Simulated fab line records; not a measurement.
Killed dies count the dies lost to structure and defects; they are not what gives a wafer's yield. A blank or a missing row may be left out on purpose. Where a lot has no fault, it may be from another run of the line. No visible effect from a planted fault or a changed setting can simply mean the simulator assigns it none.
Matching of chambers	flow nandHarc	NHARC_P_M0_STRIP_18 on rieDiel-06: 4 sister chambers
The step strips in N2/H2. 4 wafers are shown with their chamber, then 7 later ones without.

WAFERS, EACH WITH ITS CHAMBER
wafer	chamber	showerheadPlenumPTorr (Torr)
L081.1	3	2.07
L081.2	0	2.12
L083.2	1	2.14
L083.3	2	2.20

WAFERS WITH NO CHAMBER GIVEN
wafer	showerheadPlenumPTorr (Torr)
L083.4	2.12
L084.1	2.14
L084.5	2.14
L084.6	2.21
L086.2	2.20
L086.3	2.14
L086.5	2.21

EACH ONE'S CHAMBER
wafer	from the rows above	in truth
L083.4	0	0
L084.1	1	1
L084.5	1	1
L084.6	2	2
L086.2	2	2
L086.3	1	1
L086.5	2	2
Correct placement for 7 of the 7. Can't be placed from these rows: 0. Wrongly placed: 0.
How it was worked out, from the rows above alone: a wafer's distance from a chamber is the root of the sum, over the readings, of the square of ((its reading less the chamber's mean) divided by the reading's scatter). The wafer belongs to the nearest chamber; if the next one is less than 2 further off, it can't be placed. For every chamber, the mean is computed from those of its wafers that are shown. The scatter: root of mean squared gap, hidden wafer to nearest shown wafer, with one shown wafer a chamber.
